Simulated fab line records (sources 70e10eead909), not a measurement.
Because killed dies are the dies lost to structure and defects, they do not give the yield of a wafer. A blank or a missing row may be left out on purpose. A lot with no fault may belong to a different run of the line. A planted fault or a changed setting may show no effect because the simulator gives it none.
fab line records	flow nandHarc
[record] lots = 7	wafers = 21	lastDay = 33
route steps=1302 shown P_CONTACT@226
lots untouched by any fault: they come from a run of this same line in which no faults occurred
startH: the number of hours between the record's first day and the start of the first shown wafer of the lot	waitH: hours elapsed since this lot's preceding step	" as in the row above	L1.1+2: several wafers, shown together as one row	- value missing, or start not given	* or withheld: withheld	< > ~ a bound
route shown NAME@n: names a module that has steps shown in the file, with the first one's number in the route	usual: average and standard deviation across the fault-free wafers	same: alike in all rows	chamber/n: place in a boat	sites: the reading at each site	_std_site: their standard deviation	_edge_site: outer sites' mean less inner sites'	radiusMm: for every site, how far away it sits from the centre of the wafer	mask NAME#n: copy n	behind: tool/chamber where the wafer was last shaped	hold: the reason the lot was held/the length of the hold in hours/how it ended	device: transistor that didn't switch, given as n, p or np	end of line: tests of these same wafers at the route's end	a step with no rows: only its recipe	killed: the dies lost at the first sort to structure and to defects; this is not the yield of the wafer	map: a wafer's dies, x killed, . not, _ none there
set.NAME: the setting the step ran with; set.NAME@STEP: the setting that earlier step ran with	model.NAME: the simulator's own value behind a step, which no gauge read
a table for each step, a row for each wafer; lots at some steps of the route
services: a tool's chamber out of use, with start hour (startH, from the record's first day; less than 0 if before it), hours out, and reason
[[steps]]
[step NHARC_P_CONTACT_COAT_06]
[recipe] spinRpm = 1500	resistThkNm = 90
[step NHARC_P_CONTACT_SOFTBAKE_07]
[recipe] tempC = 105	timeS = 55
[step NHARC_P_CONTACT_EBR_08]
[step NHARC_P_CONTACT_EXPOSE_09]
[recipe] na = 1.35	targetCdNm = 90	doseMj = 81.26	maskId = P_CA
[step NHARC_P_CONTACT_PEB_10]
[recipe] pebTempC = 100	pebTimeS = 65
[step NHARC_P_CONTACT_DEVELOP_11]
[recipe] developTimeS = 35	devTempC = 23
[step NHARC_P_CONTACT_CD_MEAS_12]
[recipe] targetCdNm = 90	landingEnergyEv = 500
[usual] cdNm = 89.8/0.53
lot.wafer	tool	chamber	startH	waitH	cdNm
L147.1	cdSem-02	0	133.29	-	89.7
L147.3	"	0	"	"	90.3
L147.6	"	0	"	"	89.7
L146.1	cdSem-02	0	133.91	-	89.4
L146.4	"	0	"	"	89.6
L146.6	"	0	"	"	89.4
L148.4	cdSem-03	0	143.72	-	90.6
L148.5	"	0	"	"	90.0
L148.6	"	0	"	"	90.6
L149.2	cdSem-03	0	156.52	-	89.7
L149.5	"	0	"	"	90.4
L149.6	"	0	"	"	90.1
L159.1	cdSem-03	0	265.94	-	88.9
L159.3	"	0	"	"	88.5
L159.6	"	0	"	"	88.2
L163.1	cdSem-03	0	293.92	-	88.9
L163.3	"	0	"	"	89.1
L163.5	"	0	"	"	88.6
L166.1	cdSem-01	0	328.80	-	90.2
L166.3	"	0	"	"	89.4
L166.5	"	0	"	"	89.5
[step NHARC_P_CONTACT_OVL_MEAS_13]
[usual] overlayXNm = 0.2/0.9	overlayYNm = 0.2/0.74
lot.wafer	tool	chamber	startH	waitH	overlayXNm	overlayYNm
L147.1	overlay-02	-	133.38	-	-0.6	-0.6
L147.3	"	-	"	"	-0.7	0.1
L147.6	"	-	"	"	-0.6	-0.4
L146.1	overlay-02	-	134.00	-	-1.9	-0.6
L146.4	"	-	"	"	-1.6	-0.6
L146.6	"	-	"	"	-2.5	-0.4
L148.4	overlay-02	-	143.80	-	1.4	0.3
L148.5	"	-	"	"	1.2	-0.1
L148.6	"	-	"	"	1.2	0.2
L149.2	overlay-01	-	156.60	-	-0.1	0.9
L149.5	"	-	"	"	0.1	0.9
L149.6	"	-	"	"	1.2	0.3
L159.1	overlay-01	-	266.03	-	0.3	-0.3
L159.3	"	-	"	"	0.5	-0.4
L159.6	"	-	"	"	0.3	-0.3
L163.1	overlay-01	-	294.01	-	0.5	-1.0
L163.3	"	-	"	"	0.7	-1.1
L163.5	"	-	"	"	0.6	-1.3
L166.1	overlay-02	-	328.88	-	-1.0	1.4
L166.3	"	-	"	"	-0.5	0.7
L166.5	"	-	"	"	-0.3	0.8
[step NHARC_P_CONTACT_INSPECT_14]
[usual] rawDefectCount = 3.8/2
lot.wafer	tool	chamber	startH	waitH	rawDefectCount
L147.1	defectInspect-01	-	133.42	0.0	5
L147.3	"	-	"	"	4
L147.6	"	-	"	"	5
L146.1	defectInspect-01	-	134.03	0.0	3
L146.4	"	-	"	"	3
L146.6	"	-	"	"	5
L148.4	defectInspect-01	-	143.84	0.0	6
L148.5	"	-	"	"	3
L148.6	"	-	"	"	3
L149.2	defectInspect-01	-	156.64	0.0	5
L149.5	"	-	"	"	10
L149.6	"	-	"	"	10
L159.1	defectInspect-01	-	266.07	0.0	1
L159.3	"	-	"	"	3
L159.6	"	-	"	"	3
L163.1	defectInspect-02	-	294.04	0.0	4
L163.3	"	-	"	"	5
L163.5	"	-	"	"	3
L166.1	defectInspect-01	-	328.92	0.0	3
L166.3	"	-	"	"	2
L166.5	"	-	"	"	4
[step NHARC_P_CONTACT_DESCUM_17]
[recipe] timeS = 3	o2FlowSccm = 200	arFlowSccm = 0	biasPowerW = 0	chemistry = O2
[usual] drypumpMotorCurrentA = 5.9/0.36	oesProductAu = 0.999/0.0068	rfVppV = 57.8/0.86	showerheadPlenumPTorr = 1.93/0.07	throttleValvePct = 11.311/0.0083
[same] biasPowerW = 0
lot.wafer	tool	chamber	startH	waitH	drypumpMotorCurrentA	oesProductAu	rfHoursCounterH	rfVppV	showerheadPlenumPTorr	throttleValvePct
L147.3	rieDiel-11	1	133.50	0.1	5.6	1.004	1.4	57.6	2.02	11.316
L147.1	"	2	"	"	5.8	1.004	1.3	56.4	2.00	11.310
L147.6	"	3	"	"	6.2	0.994	-	56.6	1.84	11.315
L146.1	rieDiel-12	1	134.11	0.1	6.1	0.990	1.5	57.5	1.97	11.326
L146.4	"	2	"	"	5.8	0.999	1.4	57.0	1.89	11.315
L146.6	"	3	"	"	5.9	0.999	-	57.7	1.85	11.304
L148.4	rieDiel-12	2	143.91	0.1	5.8	0.996	2.4	56.7	1.89	11.304
L148.6	"	0	"	"	5.5	0.993	-	58.2	1.97	11.316
L148.5	"	1	"	"	6.1	0.992	-	58.2	1.97	11.313
L149.2	rieDiel-11	0	156.73	0.1	6.5	1.004	2.4	56.8	2.02	11.323
L149.5	"	1	"	"	5.6	1.004	-	59.3	2.02	11.322
L149.6	"	2	"	"	5.8	1.007	-	58.4	2.00	11.298
L159.1	rieDiel-07	3	266.13	0.1	6.5	1.013	2.9	57.7	1.89	11.306
L159.3	"	1	"	"	5.7	0.997	2.2	57.4	2.02	11.326
L159.6	"	3	"	"	6.5	1.011	-	57.5	1.89	11.307
L163.1	rieDiel-11	2	294.11	0.1	5.8	0.996	0.6	59.2	2.00	11.310
L163.3	"	0	"	"	6.5	1.010	0.6	58.0	2.02	11.313
L163.5	"	2	"	"	5.8	1.011	-	56.8	2.00	11.319
L166.1	rieDiel-07	3	328.98	0.1	6.5	1.006	0.5	57.9	1.89	11.310
L166.3	"	2	"	"	5.1	0.999	0.5	57.6	1.93	11.317
L166.5	"	2	"	"	5.0	1.004	-	58.1	1.93	11.303
[step NHARC_P_CONTACT_ETCH_35]
[recipe] targetDepthA = 390	overEtchFrac = 0.3	timeS = 65	ionEnergyEv = 80	cf4FlowSccm = 150	arFlowSccm = 0	rfW = 300	biasW = 100	chemistry = CF4
[usual] biasW = 99.98/0.29	cf4FlowSccm = 150.0/0.45	drypumpMotorCurrentA = 5.9/0.36	oesProductAu = 0.999/0.0074	rfFwdPowerW = 297.0/0.98	rfVppV = 151.5/1.1	showerheadPlenumPTorr = 1.79/0.06	throttleValvePct = 13.284/0.0088
[same] overEtchFrac = 0.3
lot.wafer	tool	chamber	startH	waitH	biasW	cf4FlowSccm	drypumpMotorCurrentA	oesProductAu	rfFwdPowerW	rfHoursCounterH	rfVppV	showerheadPlenumPTorr	throttleValvePct
L147.3	rieDiel-11	0	133.57	0.1	99.90	150.7	6.4	0.986	296.8	1.5	152.3	1.86	13.271
L147.1	"	1	"	"	100.48	150.2	5.5	0.990	295.1	1.4	152.8	1.86	13.288
L147.6	"	0	"	"	99.28	150.1	6.5	0.989	296.2	-	152.8	1.86	13.271
L146.1	rieDiel-12	0	134.18	0.1	100.18	150.4	5.5	1.002	298.2	1.2	151.8	1.81	13.287
L146.4	"	2	"	"	99.78	150.3	5.8	0.990	295.8	1.4	149.7	1.75	13.294
L146.6	"	3	"	"	99.89	150.0	6.0	0.999	297.0	-	150.2	1.71	13.268
L148.4	rieDiel-12	2	143.98	0.1	99.91	149.8	5.7	0.989	296.9	2.4	151.5	1.75	13.292
L148.5	"	2	"	"	99.47	150.7	5.7	1.003	297.2	-	151.5	1.75	13.281
L148.6	"	3	"	"	99.87	150.4	6.0	0.988	297.2	-	150.5	1.71	13.288
L149.2	rieDiel-11	1	156.80	0.1	100.21	150.2	5.5	0.990	295.8	2.2	152.6	1.86	13.281
L149.6	"	3	"	"	99.92	149.8	6.2	1.002	297.2	-	152.0	1.71	13.279
L149.5	"	0	"	"	99.94	150.4	6.5	0.996	296.5	-	152.2	1.86	13.288
L159.1	rieDiel-07	1	266.22	0.1	99.62	149.9	5.8	0.999	294.8	2.2	151.7	1.86	13.283
L159.3	"	2	"	"	100.61	150.0	5.1	0.987	298.6	2.8	151.2	1.78	13.267
L159.6	"	1	"	"	99.94	150.6	5.8	1.001	296.0	-	152.9	1.86	13.290
L163.1	rieDiel-11	3	294.19	0.1	100.58	150.1	6.2	0.985	296.2	0.6	152.1	1.71	13.272
L163.3	"	0	"	"	99.78	149.4	6.4	1.011	298.8	0.6	151.9	1.86	13.278
L163.5	"	3	"	"	100.06	150.4	6.2	0.995	296.7	-	150.0	1.71	13.287
L166.3	rieDiel-07	3	329.09	0.1	100.71	149.4	6.5	0.993	298.5	0.5	151.2	1.75	13.285
L166.1	"	1	"	"	99.55	149.5	5.8	1.000	296.6	0.4	152.5	1.86	13.272
L166.5	"	3	"	"	100.49	150.4	6.5	1.002	297.9	-	150.8	1.75	13.276
[step NHARC_P_CONTACT_ETCH_36]
[recipe] targetDepthA = 2600	overEtchFrac = 0.25	timeS = 406.25	ionEnergyEv = 200	n2FlowSccm = 150	h2FlowSccm = 150	arFlowSccm = 0	rfW = 400	biasW = 150	chemistry = N2/H2
[usual] biasW = 150.0/0.48	chamberPressureMTorr = 30.002/0.027	drypumpMotorCurrentA = 5.9/0.36	oesProductAu = 0.999/0.0082	rfFwdPowerW = 399.2/1.3	rfVppV = 431.2/2.3	showerheadPlenumPTorr = 2.06/0.076	throttleValvePct = 14.172/0.0093
[same] overEtchFrac = 0.25
lot.wafer	tool	chamber	startH	waitH	biasW	chamberPressureMTorr	drypumpMotorCurrentA	oesProductAu	rfFwdPowerW	rfHoursCounterH	rfVppV	showerheadPlenumPTorr	throttleValvePct
L147.1	rieDiel-11	0	-	-	149.5	30.004	6.5	1.006	401.5	1.6	434.6	2.15	14.169
L147.3	"	2	"	"	149.7	30.000	5.8	1.000	398.1	1.4	433.4	2.13	14.187
L147.6	"	3	"	"	149.7	29.952	6.2	0.996	400.0	-	426.4	1.96	14.185
L146.1	rieDiel-12	1	-	-	150.9	30.022	6.1	0.993	399.2	1.6	433.2	2.10	14.168
L146.4	"	2	"	"	149.5	29.982	5.7	0.998	397.2	1.5	430.2	2.01	14.168
L146.6	"	2	"	"	149.8	29.998	5.7	0.992	397.1	-	432.1	2.01	14.168
L148.4	rieDiel-12	2	-	-	149.6	29.962	5.8	1.001	399.7	2.5	428.9	2.01	14.169
L148.6	"	3	"	"	149.8	29.977	6.0	0.996	397.8	-	427.4	1.97	14.186
L148.5	"	0	"	"	150.2	30.019	5.5	0.998	398.1	-	432.9	2.10	14.172
L149.2	rieDiel-11	3	-	-	150.6	29.976	6.2	0.995	398.4	2.3	429.3	1.96	14.175
L149.6	"	0	"	"	150.1	29.969	6.4	0.984	397.7	-	434.1	2.15	14.180
L149.5	"	1	"	"	149.0	30.000	5.5	0.996	401.6	-	433.4	2.15	14.169
L159.3	rieDiel-07	1	-	-	149.9	30.018	5.7	0.997	397.6	2.3	433.3	2.16	14.174
L159.1	"	3	"	"	149.6	30.025	6.5	0.994	399.4	3.0	429.1	2.02	14.182
L159.6	"	1	"	"	150.0	29.985	5.7	1.004	397.4	-	434.1	2.16	14.182
L163.1	rieDiel-11	0	-	-	150.4	29.914	6.4	1.013	398.3	0.6	435.8	2.15	14.178
L163.3	"	1	"	"	150.5	30.059	5.5	0.994	401.1	0.7	433.7	2.15	14.184
L163.5	"	0	"	"	150.3	29.991	6.5	1.000	399.5	-	433.9	2.15	14.184
L166.1	rieDiel-07	1	-	-	149.4	29.958	5.8	1.001	399.4	0.5	433.0	2.16	14.167
L166.3	"	2	"	"	149.4	29.997	5.1	0.998	400.3	0.6	432.1	2.05	14.173
L166.5	"	3	"	"	150.0	30.051	6.5	1.005	400.2	-	430.5	2.02	14.174
[step NHARC_P_CONTACT_ETCH_18]
[recipe] targetDepthA = 4810	timeS = 240.5	c4f8FlowSccm = 20	o2FlowSccm = 10	arFlowSccm = withheld	rfW = 600	biasW = 1500	chemistry = C4F8/O2/Ar
[usual] biasW = 1501/4.3	chamberPressureMTorr = 25.000/0.022	oesProductAu = 0.955/0.019	rfFwdPowerW = 598.1/1.7	rfVppV = 980/4.8
lot.wafer	tool	chamber	startH	waitH	biasW	chamberPressureMTorr	oesProductAu	rfFwdPowerW	rfHoursCounterH	rfVppV
L147.3	rieDiel-11	0	133.95	-	1502	24.996	0.963	598.5	1.8	986
L147.1	"	1	"	"	1502	25.020	0.997	598.0	1.6	984
L147.6	"	0	"	"	1499	25.024	0.972	597.1	-	986
L146.4	rieDiel-12	3	134.57	-	-	-	-	-	-	-
L146.1	"	2	"	"	-	-	-	-	-	-
L146.6	"	0	"	"	-	-	-	-	-	-
L148.4	rieDiel-12	3	144.43	-	-	-	-	-	-	-
L148.5	"	0	"	"	-	-	-	-	-	-
L148.6	"	1	"	"	-	-	-	-	-	-
L149.2	rieDiel-11	0	157.24	-	-	-	-	-	-	-
L149.6	"	1	"	"	-	-	-	-	-	-
L149.5	"	2	"	"	-	-	-	-	-	-
L159.1	rieDiel-07	2	266.63	-	1500	25.036	0.980	599.8	2.9	979
L159.3	"	0	"	"	1506	24.969	0.951	599.0	3.3	973
L159.6	"	2	"	"	1505	24.996	0.986	598.4	-	979
L163.1	rieDiel-11	1	294.58	-	1492	24.977	0.956	597.3	0.8	985
L163.3	"	0	"	"	1501	24.957	0.979	599.1	0.8	985
L163.5	"	2	"	"	1502	24.981	0.964	598.6	-	984
L166.1	rieDiel-07	2	329.56	-	1500	24.977	0.917	595.4	0.8	979
L166.3	"	3	"	"	1498	24.960	0.933	599.9	0.8	976
L166.5	"	1	"	"	1502	24.997	0.925	598.1	-	986
[step NHARC_P_CONTACT_STRIP_37]
[recipe] c4f8FlowSccm = withheld	o2FlowSccm = 8	arFlowSccm = withheld	biasW = 0	chemistry = C4F8/O2/Ar
[[services]]
tool	chamber	startH	hours	kind
rieDiel-11	0	112.04	-	clean
rieDiel-11	1	112.04	-	clean
rieDiel-11	2	112.04	-	clean
rieDiel-11	3	112.04	-	clean
rieDiel-07	-	117.20	9.0	pm
rieDiel-11	0	136.54	-	clean
rieDiel-11	1	136.54	-	clean
rieDiel-11	2	136.54	-	clean
rieDiel-11	3	136.54	-	clean
rieDiel-12	3	155.98	4.1	repair
rieDiel-11	-	160.03	1.8	repair
rieDiel-12	0	161.09	21.0	repair
rieDiel-11	0	185.04	-	clean
rieDiel-11	1	185.04	-	clean
rieDiel-11	2	185.04	-	clean
rieDiel-11	3	185.04	-	clean
rieDiel-12	1	201.23	7.6	repair
rieDiel-07	1	242.46	23.0	repair
rieDiel-11	-	255.50	9.0	pm
rieDiel-07	3	256.23	2.3	repair
rieDiel-12	-	268.40	9.0	pm
rieDiel-07	-	294.20	9.0	pm
rieDiel-12	2	301.15	3.8	repair
rieDiel-07	0	328.18	2.0	repair
[[key]]
[firstSign] step = NHARC_P_CONTACT_ETCH_18	reading = toolRecord	direction = missing
effect none on later readings
metAt NHARC_P_CONTACT_ETCH_18
struckWafers L146.1,L146.4,L146.6,L148.4,L148.5,L148.6,L149.2,L149.5,L149.6
laterRowsLeftOut L146.1,L146.4,L146.6,L148.4,L148.5,L148.6,L149.2,L149.5,L149.6
sortLeftOut L146.1,L146.4,L146.6,L148.4,L148.5,L148.6,L149.2,L149.5,L149.6
testerLeftOut L146,L148,L149
onsetBetween 133.95 134.57
[fault] kind = skippedStepWhole	tool = rieDiel-11,rieDiel-12	chamber = -	onsetH = 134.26	steps = NHARC_P_CONTACT_ETCH_18	scope = struckLotsOnly
// testerLeftOut: of these lots the tester's yield and bins aren't shown, on N5 and GAA mostly nor the transistor test; their killed dies are dies lost to structure and defects alone, not to doping, threshold or leakage, so they don't give the yield
// sortLeftOut: the simulated sort isn't trusted on such a fault, so these wafers' sort isn't shown, and their yield isn't known
// laterRowsLeftOut: the simulator's readings of these wafers behind a module that went badly wrong aren't trusted and aren't shown, but for the sort
